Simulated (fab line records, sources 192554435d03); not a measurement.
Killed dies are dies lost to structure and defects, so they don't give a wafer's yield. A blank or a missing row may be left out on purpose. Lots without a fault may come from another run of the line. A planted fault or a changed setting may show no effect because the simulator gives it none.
fab line records | flow n5_finfet | part 1 of 2: steps 1 to 3 of 6
record lots=24 wafers=72 last_day=18
route steps=1938 shown HKMG_FIN@435 GATE_CUT@470 MOL_CONTACT_COAG@528
lots that met no fault: from a run of the same line without faults
start_h: hours from the record's first day to the start of the lot's first wafer shown | wait_h: hours since the lot's step before | " the same as in the row above | L1.1+2: a row that stands for several wafers | - no value, or no start given | * or withheld: withheld | < > ~ a bound
route shown NAME@n: a module of which the file shows steps, and the number in the route of the first | usual: mean/standard deviation of fault-free wafers | same: alike in all rows | chamber/n: place in a boat | sites: the reading at each site | _std_site: their standard deviation | _edge_site: outer sites' mean less inner sites' | radius_mm: how far each site lies from the wafer's centre | mask NAME#n: copy n | behind: the tool/chamber that last shaped the wafer | hold: why the lot was held/for how many hours/how that ended | device: the transistor (n, p or np) that didn't switch | end of line: the same wafers' tests at the end of the route | a step without rows: its recipe alone | killed: dies lost to structure and defects at the first sort, not the wafer's yield | map: a wafer's dies, x killed, . not, _ none there
set.NAME: the setting as run; set.NAME@STEP: as run at that earlier step | model.NAME: the simulator's own value behind a step, which no gauge read
steps of the route over a sample of lots; a table a step, a row a wafer
services: from which hour (start_h, from the record's first day; less than 0 if before it) a tool's chamber was out of use, for how many hours, and why
## steps
# step N5_HKMG_FIN_ETCH_32
# recipe chemistry=N2/H2 target=SOC target_depth_a=2400 temp_c=40 time_s=300 ion_energy_ev=200 mask_material=SiARC pressure_mtorr=30 source_w=840 bias_w=150 n2_flow_sccm=200 h2_flow_sccm=200
# usual drypump_motor_current_A=5.7/0.41 n2_flow_sccm=200.0/0.59 oes_product_au=0.76/0.1 rf_vpp_V=524/3 showerhead_plenum_p_Torr=2.54/0.11 throttle_valve_pct=17.83/0.23
# same time_s=300
# columns lot.wafer tool chamber start_h wait_h drypump_motor_current_A n2_flow_sccm oes_product_au rf_hours_counter_h rf_vpp_V showerhead_plenum_p_Torr throttle_valve_pct
L074.3 rie_diel-02 0 79.35 0.0 6.2 201.1 0.70 175 520 2.44 17.70
L074.5 " 0 " " 6.2 200.5 0.71 - 522 2.44 17.72
L074.6 " 1 " " 5.9 200.9 0.67 - 525 2.63 18.06
L075.2 rie_diel-04 2 80.94 0.0 5.3 201.1 0.70 198 523 2.55 18.31
L075.5 " 3 " " 6.1 200.8 0.66 - 523 2.49 17.56
L075.6 " 2 " " 5.3 200.1 0.70 - 524 2.55 18.30
L076.1 rie_diel-02 1 92.11 0.0 5.9 199.4 0.66 237 525 2.63 18.08
L076.4 " 2 " " 5.6 200.4 0.70 204 523 2.54 18.10
L076.6 " 1 " " 5.9 199.9 0.65 - 526 2.63 18.09
L077.2 rie_diel-02 1 99.67 0.0 5.9 200.1 0.66 240 526 2.63 18.09
L077.3 " 0 " " 6.2 200.9 0.70 182 519 2.44 17.74
L077.4 " 3 " " 6.6 200.3 0.68 179 524 2.54 17.78
L078.3 rie_diel-05 0 103.10 0.0 5.1 200.6 0.70 238 526 2.63 17.81
L078.4 " 2 " " 5.5 200.3 0.74 - 519 2.34 17.68
L078.6 " 0 " " 5.1 200.2 0.70 - 526 2.63 17.81
L079.1 rie_diel-05 2 106.71 0.0 5.4 200.9 0.73 145 518 2.34 17.67
L079.4 " 1 " " 6.1 200.1 0.76 - 526 2.65 17.82
L079.6 " 2 " " 5.4 201.3 0.73 - 518 2.34 17.69
L080.1 rie_diel-05 2 110.66 0.0 5.4 200.0 0.73 147 519 2.33 17.67
L080.2 " 0 " " 5.1 201.1 0.70 242 523 2.63 17.81
L080.3 " 1 " " 6.1 198.5 0.76 132 527 2.65 17.83
L081.2 rie_diel-02 3 120.54 0.0 6.6 199.5 0.69 187 522 2.53 17.79
L081.4 " 0 " " 6.2 199.5 0.70 188 521 2.43 17.73
L081.6 " 2 " " 5.6 199.2 0.70 - 523 2.53 18.13
L082.2 rie_diel-05 0 126.60 0.0 5.1 200.3 0.70 248 525 2.62 17.83
L082.3 " 2 " " 5.5 199.1 0.73 154 518 2.33 17.70
L082.6 " 0 " " 5.1 199.7 0.70 - 525 2.62 17.82
L083.1 rie_diel-05 2 133.52 0.0 5.5 199.5 0.72 156 519 2.33 17.70
L083.3 " 1 " " 6.1 200.2 0.76 140 527 2.65 17.84
L083.6 " 2 " " 5.5 199.5 0.73 - 518 2.33 17.68
L084.1 rie_diel-05 3 136.11 0.0 5.5 201.3 1.00 7 523 2.50 18.04
L084.2 " 2 " " 5.5 200.0 0.73 157 519 2.33 17.71
L084.5 " 1 " " 6.1 199.2 0.76 - 527 2.64 17.85
L085.4 rie_diel-04 2 150.04 0.1 5.3 199.6 0.68 - 524 2.54 18.34
L085.5 " 1 " " 5.4 200.1 0.70 - 527 2.63 17.70
L085.6 " 0 " " 5.6 200.3 0.88 - 528 2.72 17.88
L086.2 rie_diel-04 1 154.14 0.0 5.5 200.5 0.70 215 526 2.63 17.70
L086.4 " 1 " " 5.5 200.1 0.70 - 525 2.63 17.71
L086.6 " 0 " " 5.6 200.3 0.87 - 528 2.72 17.90
L087.1 rie_diel-04 0 158.19 0.0 5.6 200.7 0.88 41 528 2.72 17.90
L087.2 " 1 " " 5.4 200.5 0.69 217 527 2.63 17.71
L087.3 " 2 " " 5.3 200.2 0.68 231 523 2.53 18.37
L088.1 rie_diel-02 3 161.78 0.0 6.6 199.9 0.67 206 524 2.53 17.82
L088.2 " 0 " " 6.1 199.4 0.69 206 520 2.43 17.76
L088.3 " 1 " " 5.9 199.5 0.94 3 527 2.62 17.63
L089.1 rie_diel-04 0 164.94 0.0 5.6 199.9 0.87 44 528 2.72 17.90
L089.3 " 1 " " 5.5 200.3 0.68 219 525 2.63 17.70
L089.4 " 3 " " 6.1 199.8 0.96 4 524 2.48 17.27
L090.2 rie_diel-05 1 170.60 0.0 6.2 199.7 0.75 154 528 2.64 17.85
L090.3 " 2 " " 5.5 200.2 0.71 170 518 2.33 17.73
L090.5 " 2 " " 5.5 199.5 0.72 - 518 2.33 17.72
L091.3 rie_diel-05 2 175.95 0.0 5.5 199.4 0.71 171 519 2.33 17.73
L091.4 " 1 " " 6.1 199.9 0.75 155 527 2.64 17.86
L091.6 " 2 " " 5.5 199.6 0.71 - 519 2.33 17.72
L092.2 rie_diel-02 3 188.83 0.0 6.5 199.0 0.67 212 523 2.52 17.84
L092.4 " 1 " " 5.9 199.1 0.90 14 525 2.62 17.65
L092.6 " 2 " " 5.6 200.9 0.68 - 522 2.52 18.19
L093.1 rie_diel-05 2 191.71 0.0 5.5 199.2 0.70 177 518 2.32 17.73
L093.4 " 3 " " 5.5 200.4 0.94 26 522 2.50 18.06
L093.6 " 3 " " 5.6 200.3 0.93 - 523 2.50 18.06
L094.1 rie_diel-02 2 197.06 0.0 5.6 199.7 0.67 247 522 2.52 18.19
L094.2 " 0 " " 6.2 200.0 0.68 220 520 2.42 17.78
L094.3 " 1 " " 5.9 199.2 0.89 17 525 2.62 17.65
L095.3 rie_diel-05 0 208.06 0.0 5.1 202.0 0.93 18 526 2.61 17.39
L095.5 " 1 " " 6.1 200.0 0.73 - 527 2.63 17.90
L095.6 " 0 " " 5.1 200.0 0.94 - 526 2.62 17.38
L096.2 rie_diel-02 0 213.08 0.0 6.1 201.0 0.68 226 519 2.42 17.80
L096.3 " 1 " " 5.9 199.5 0.88 24 526 2.61 17.66
L096.5 " 1 " " 5.9 199.5 0.88 - 525 2.61 17.68
L097.2 rie_diel-05 0 213.83 0.0 5.1 200.1 0.93 21 527 2.61 17.40
L097.4 " 1 " " 6.1 200.1 0.73 - 526 2.63 17.91
L097.5 " 2 " " 5.5 199.5 0.70 - 518 2.32 17.76
# step N5_HKMG_FIN_CMP_23
# recipe stop_on=SiNx t_overpolish_s=10 post_cmp_clean=rinse_only down_force_psi=4 platen_rpm=50.289 pad_velocity_m_s=1.0006 target_thk_nm=46.326
# usual motor_current_A=12.0/1.5 overpolish_run_s=9.97/0.27 time_to_endpoint_s=12/3.3
# columns lot.wafer tool chamber start_h wait_h motor_current_A overpolish_run_s time_to_endpoint_s
L074.3 cmp-01 2 83.08 0.2 11.2 10.01 11
L074.5 " 0 " " 12.8 10.01 17
L074.6 " 1 " " 10.3 10.00 9
L075.2 cmp-02 3 84.77 0.3 11.9 9.98 14
L075.5 " 0 " " 10.2 10.01 15
L075.6 " 1 " " 14.6 10.00 12
L076.1 cmp-01 3 95.77 0.1 13.8 10.02 15
L076.4 " 1 " " 11.2 10.02 9
L076.6 " 3 " " 12.6 10.01 12
L077.4 cmp-01 3 103.35 0.1 13.0 10.00 11
L077.3 " 0 " " 14.0 10.00 13
L077.2 " 1 " " 10.8 10.00 4
L078.4 cmp-02 0 106.70 0.0 10.6 9.99 15
L078.3 " 3 " " 12.5 10.00 13
L078.6 " 0 " " 10.4 9.99 15
L079.1 cmp-04 1 110.55 0.0 11.8 10.00 15
L079.4 " 0 " " 12.6 10.00 15
L079.6 " 2 " " 11.5 10.00 12
L080.1 cmp-04 0 114.40 0.0 13.6 10.00 13
L080.2 " 1 " " 12.2 10.00 10
L080.3 " 2 " " 11.9 9.99 12
L081.4 cmp-04 3 124.50 0.2 11.1 10.00 6
L081.2 " 0 " " 13.2 9.98 13
L081.6 " 2 " " 12.0 9.99 13
L082.2 cmp-02 3 130.24 0.0 12.9 9.99 13
L082.3 " 2 " " 9.5 10.01 12
L082.6 " 0 " " 11.3 10.01 13
L083.1 cmp-04 0 137.15 0.0 12.9 9.99 14
L083.3 " 2 " " 12.0 9.99 15
L083.6 " 1 " " 12.4 10.00 14
L084.2 cmp-01 3 139.79 0.1 12.5 9.99 14
L084.1 " 0 " " 14.2 10.00 16
L084.5 " 3 " " 13.5 10.01 16
L085.4 cmp-01 1 153.79 0.0 10.9 9.99 11
L085.5 " 1 " " 10.1 9.99 12
L085.6 " 2 " " 10.8 9.99 16
L086.4 cmp-02 3 157.92 0.0 12.7 10.01 7
L086.2 " 1 " " 14.3 9.97 11
L086.6 " 0 " " 10.9 10.00 13
L087.3 cmp-01 0 162.08 0.0 13.5 10.00 14
L087.2 " 2 " " 11.1 10.02 11
L087.1 " 3 " " 13.4 10.01 16
L088.2 cmp-01 1 165.75 0.1 10.7 10.01 6
L088.1 " 2 " " 11.3 10.01 8
L088.3 " 3 " " 12.2 10.00 12
L089.4 cmp-01 0 168.63 0.0 13.2 10.01 16
L089.1 " 1 " " 11.5 10.00 7
L089.3 " 2 " " 11.3 10.00 9
L090.3 cmp-02 3 174.77 0.2 12.1 10.00 13
L090.2 " 0 " " 11.4 10.01 12
L090.5 " 2 " " 9.4 9.99 12
L091.3 cmp-02 1 179.61 0.0 14.5 10.00 17
L091.4 " 2 " " 9.0 9.99 13
L091.6 " 1 " " 13.3 10.00 17
L092.2 cmp-04 2 192.84 0.2 11.4 10.00 15
L092.4 " 3 " " 11.4 9.99 8
L092.6 " 0 " " 11.9 9.99 14
L093.1 cmp-02 2 195.52 0.1 9.5 10.01 8
L093.4 " 0 " " 10.5 9.98 12
L093.6 " 1 " " 13.9 9.99 14
L094.2 cmp-02 3 200.69 0.0 12.3 10.01 12
L094.3 " 1 " " 14.0 10.00 13
L094.1 " 2 " " 8.9 10.01 9
L095.3 cmp-01 0 211.71 0.1 13.5 10.01 16
L095.5 " 3 " " 13.1 10.00 14
L095.6 " 0 " " 13.8 10.00 18
L096.3 cmp-02 0 216.88 0.0 10.7 10.00 12
L096.2 " 2 " " 9.3 10.01 9
L096.5 " 1 " " 13.9 9.99 12
L097.2 cmp-02 0 217.57 0.0 11.2 10.00 10
L097.4 " 3 " " 12.7 10.00 9
L097.5 " 1 " " 14.4 9.99 13
# step N5_GATE_CUT_STRIP_59
# recipe chemistry=N2/H2 time_s=20 power_w=100 temp_c=40 pressure_mtorr=100 rf_frequency_hz=6e+07 bias_power_w=3 n2_flow_sccm=300 h2_flow_sccm=300
# usual drypump_motor_current_A=5.9/0.45 n2_flow_sccm=300.0/0.97 oes_product_au=0.76/0.057 rf_vpp_V=45.2/0.92 showerhead_plenum_p_Torr=3.37/0.13 throttle_valve_pct=12.34/0.25
# same time_s=20
# columns lot.wafer tool chamber start_h wait_h drypump_motor_current_A n2_flow_sccm oes_product_au rf_hours_counter_h rf_vpp_V showerhead_plenum_p_Torr throttle_valve_pct
L074.3 rie_diel-01 1 84.14 0.1 5.5 299.9 0.71 221 44.3 3.44 12.55
L074.5 " 3 " " 5.4 299.7 0.80 - 47.6 3.44 12.65
L074.6 " 2 " " 5.4 298.4 0.74 - 46.1 3.52 12.35
L075.2 rie_diel-03 3 85.67 0.1 5.8 302.2 0.81 81 44.3 3.30 11.92
L075.5 " 0 " " 5.8 298.1 0.79 - 45.7 3.52 12.39
L075.6 " 1 " " 6.8 299.2 0.70 - 44.1 3.22 12.39
L076.1 rie_diel-01 2 96.83 0.1 5.4 301.5 0.75 159 46.1 3.52 12.34
L076.4 " 1 " " 5.5 298.0 0.72 - 43.2 3.44 12.54
L076.6 " 2 " " 5.4 300.6 0.75 - 45.7 3.52 12.36
L077.2 rie_diel-03 0 104.51 0.1 5.8 298.3 0.78 130 45.3 3.52 12.41
L077.3 " 3 " " 5.9 299.6 0.81 86 42.7 3.30 11.94
L077.4 " 2 " " 6.2 301.4 0.72 177 45.7 3.49 12.38
L078.3 rie_diel-06 2 107.84 0.1 5.6 300.2 0.73 223 44.1 3.31 12.65
L078.4 " 3 " " 5.9 301.2 0.79 105 45.4 3.14 11.99
L078.6 " 3 " " 5.9 299.5 0.80 - 46.4 3.14 12.00
L079.1 rie_diel-03 3 111.69 0.1 5.8 300.1 0.81 88 46.5 3.30 11.92
L079.4 " 1 " " 6.8 300.5 0.69 181 45.1 3.22 12.41
L079.6 " 2 " " 6.2 298.8 0.71 - 45.4 3.49 12.38
L080.1 rie_diel-01 2 115.54 0.1 5.4 300.6 0.73 165 45.8 3.51 12.38
L080.2 " 3 " " 5.4 298.6 0.80 118 44.7 3.44 12.67
L080.3 " 0 " " 5.5 300.5 0.71 200 44.6 3.37 12.46
L081.2 rie_diel-06 1 125.58 0.1 6.5 300.2 0.91 19 45.8 3.60 12.08
L081.4 " 3 " " 5.9 299.8 0.80 110 45.5 3.14 12.02
L081.6 " 0 " " 6.6 300.6 0.76 - 44.6 3.25 11.97
L082.2 rie_diel-01 0 131.38 0.1 5.5 298.6 0.71 205 45.2 3.36 12.48
L082.3 " 1 " " 5.5 300.1 0.71 236 45.7 3.43 12.59
L082.6 " 1 " " 5.5 300.4 0.70 - 47.0 3.43 12.57
L083.1 rie_diel-03 1 138.29 0.1 6.8 300.9 0.69 189 44.2 3.21 12.42
L083.3 " 3 " " 5.9 299.8 0.81 95 44.9 3.29 11.96
L083.6 " 3 " " 5.9 299.9 0.80 - 43.4 3.29 11.95
L084.1 rie_diel-03 3 141.31 0.1 5.8 299.9 0.80 97 44.3 3.29 11.95
L084.2 " 0 " " 5.8 301.5 0.78 141 45.4 3.52 12.45
L084.5 " 0 " " 5.7 301.4 0.78 - 43.6 3.52 12.44
L085.4 rie_diel-06 3 155.23 0.0 5.9 299.9 0.80 - 44.1 3.14 12.01
L085.5 " 0 " " 6.5 300.7 0.76 - 45.9 3.24 11.99
L085.6 " 2 " " 5.6 298.1 0.71 - 44.0 3.30 12.70
L086.2 rie_diel-06 3 159.08 0.1 5.9 299.2 0.80 120 42.7 3.14 12.03
L086.4 " 3 " " 5.9 298.0 0.78 - 44.3 3.14 12.03
L086.6 " 2 " " 5.7 299.9 0.71 - 46.1 3.30 12.71
L087.1 rie_diel-01 3 163.49 0.1 5.4 300.0 0.79 133 45.7 3.43 12.70
L087.2 " 2 " " 5.4 300.3 0.73 178 44.8 3.51 12.39
L087.3 " 0 " " 5.5 301.4 0.70 216 46.0 3.36 12.52
L088.1 rie_diel-06 3 167.08 0.1 5.9 300.6 0.78 122 45.1 3.14 12.04
L088.2 " 2 " " 5.7 301.4 0.71 241 45.5 3.30 12.70
L088.3 " 1 " " 6.5 298.7 0.90 31 45.7 3.59 12.09
L089.1 rie_diel-01 3 169.78 0.1 5.4 298.9 0.80 136 45.3 3.43 12.71
L089.3 " 2 " " 5.4 300.7 0.73 180 45.2 3.50 12.40
L089.4 " 1 " " 5.5 300.2 0.70 248 44.4 3.43 12.60
L090.2 rie_diel-01 2 175.76 0.1 5.4 300.8 0.72 182 46.2 3.50 12.42
L090.3 " 3 " " 5.4 299.6 0.78 138 45.4 3.43 12.70
L090.5 " 2 " " 5.4 299.8 0.73 - 46.2 3.50 12.40
L091.3 rie_diel-06 3 180.75 0.1 5.9 299.5 0.78 125 43.5 3.13 12.05
L091.4 " 2 " " 5.6 299.0 0.70 244 45.4 3.29 12.72
L091.6 " 1 " " 6.5 300.0 0.88 - 45.9 3.59 12.10
L092.2 rie_diel-03 2 193.90 0.1 6.2 298.9 0.69 205 45.7 3.48 12.42
L092.4 " 1 " " 6.9 300.0 0.68 201 45.7 3.21 12.46
L092.6 " 1 " " 6.8 302.0 0.68 - 43.7 3.21 12.45
L093.1 rie_diel-03 3 196.58 0.1 5.9 300.7 0.78 116 45.3 3.28 12.01
L093.4 " 0 " " 5.8 299.6 0.76 160 45.3 3.51 12.48
L093.6 " 0 " " 5.8 299.7 0.75 - 45.8 3.51 12.49
L094.1 rie_diel-03 0 201.99 0.1 5.8 301.7 0.75 163 45.2 3.50 12.51
L094.2 " 3 " " 5.8 298.7 0.79 119 44.2 3.28 12.02
L094.3 " 1 " " 6.8 302.3 0.68 205 44.3 3.21 12.47
L095.3 rie_diel-03 0 212.77 0.1 5.8 301.8 0.76 166 46.0 3.50 12.52
L095.5 " 3 " " 5.9 299.8 0.79 - 45.8 3.28 12.03
L095.6 " 2 " " 6.2 299.3 0.70 - 46.9 3.47 12.46
L096.2 rie_diel-01 2 218.08 0.1 5.4 298.9 0.71 197 45.8 3.49 12.44
L096.3 " 1 " " 5.5 301.9 0.94 9 45.2 3.42 11.99
L096.5 " 0 " " 5.5 297.7 0.70 - 45.7 3.35 12.55
L097.2 rie_diel-06 0 218.71 0.1 6.5 302.2 0.74 196 44.3 3.23 12.06
L097.4 " 0 " " 6.5 300.1 0.74 - 44.3 3.23 12.07
L097.5 " 3 " " 5.9 300.8 0.77 - 46.0 3.13 12.08
